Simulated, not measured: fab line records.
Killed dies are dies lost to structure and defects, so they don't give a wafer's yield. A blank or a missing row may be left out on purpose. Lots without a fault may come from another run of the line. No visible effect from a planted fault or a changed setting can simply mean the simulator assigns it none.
Matching of chambers    flow n5Finfet    cmp-01 running N5_BEOL_M12_CMP_49: 4 sister chambers
The step polishes, stops on SiOC, t overpolish 20.6 s, target thk 320 nm. 20 wafers are shown with their chamber, then 10 later ones without.

== WAFERS WITH THEIR CHAMBER ==
wafer   chamber  motorCurrentA (A)  slurryFlowMlMin  slurryFilterDpKPa (kPa)
L076.2  1        6.3                149.7            13.53
L076.3  3        5.4                150.7            13.39
L076.6  1        6.4                149.9            13.57
L077.3  1        6.5                149.0            13.63
L077.4  2        5.2                150.0            13.52
L077.6  1        6.3                149.0            13.37
L082.2  1        6.7                149.7            13.50
L082.3  3        6.1                150.6            13.30
L082.6  0        5.8                150.1            13.62
L086.2  1        6.6                150.4            13.53
L086.3  0        6.1                149.4            13.50
L086.5  3        5.8                149.8            13.59
L085.2  3        5.7                150.5            13.46
L085.3  0        5.8                149.2            13.45
L085.4  1        6.5                149.4            13.25
L089.3  1        6.6                150.2            13.37
L089.5  1        6.2                150.5            13.65
L089.6  2        5.5                150.9            13.32
L091.2  2        5.6                150.0            13.39
L091.5  2        5.5                150.9            13.38

SIGNATURES (means of the wafers above)
reading            chamber 0  chamber 1  chamber 2  chamber 3  scatter within a chamber
motorCurrentA      5.900      6.456      5.450      5.750      0.197
slurryFlowMlMin    149.567    149.756    150.450    150.400    0.513
slurryFilterDpKPa  13.5233    13.4889    13.4025    13.4350    0.118
Rule: for each reading, subtract the chamber's mean from the wafer's reading, divide by that reading's scatter and square the result; add these up over the readings and take the root, which gives the wafer's distance from the chamber. If the next closest chamber is less than 2 further off than the closest, the wafer can't be placed; otherwise it belongs to the closest. How the scatter is found: for the shown wafers, subtract from each reading the mean of its chamber, square and add these, divide the total by (wafers less chambers), then take the root.

== WAFERS WITHOUT THEIR CHAMBER ==
wafer   motorCurrentA (A)  slurryFlowMlMin  slurryFilterDpKPa (kPa)
L091.6  5.9                149.6            13.55
L092.1  5.4                149.5            13.48
L092.4  5.8                150.2            13.59
L092.6  5.5                149.6            13.60
L096.2  6.6                149.6            13.56
L096.4  5.9                150.3            13.59
L096.5  5.9                151.0            13.71
L093.3  6.0                150.1            13.40
L093.4  5.4                149.0            13.45
L093.6  5.3                149.8            13.43

== WHICH CHAMBER EACH ONE RAN IN ==
wafer   from the rows above                in truth
L091.6  can't be placed: 0 or 3            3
L092.1  can't be placed: 2 or 3 or 0       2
L092.4  can't be placed: 3 or 0 or 2       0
L092.6  can't be placed: 0 or 2 or 3       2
L096.2  1                                  1
L096.4  can't be placed: 3 or 0 or 2 or 1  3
L096.5  can't be placed: 3 or 0 or 2 or 1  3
L093.3  can't be placed: 3 or 0 or 1 or 2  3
L093.4  can't be placed: 0 or 2 or 3       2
L093.6  can't be placed: 2 or 3 or 0       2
Correct placement for 1 of the 10. From these rows, 9 cannot be placed; in 9 the true chamber is one of the candidates. Wrongly placed: 0.
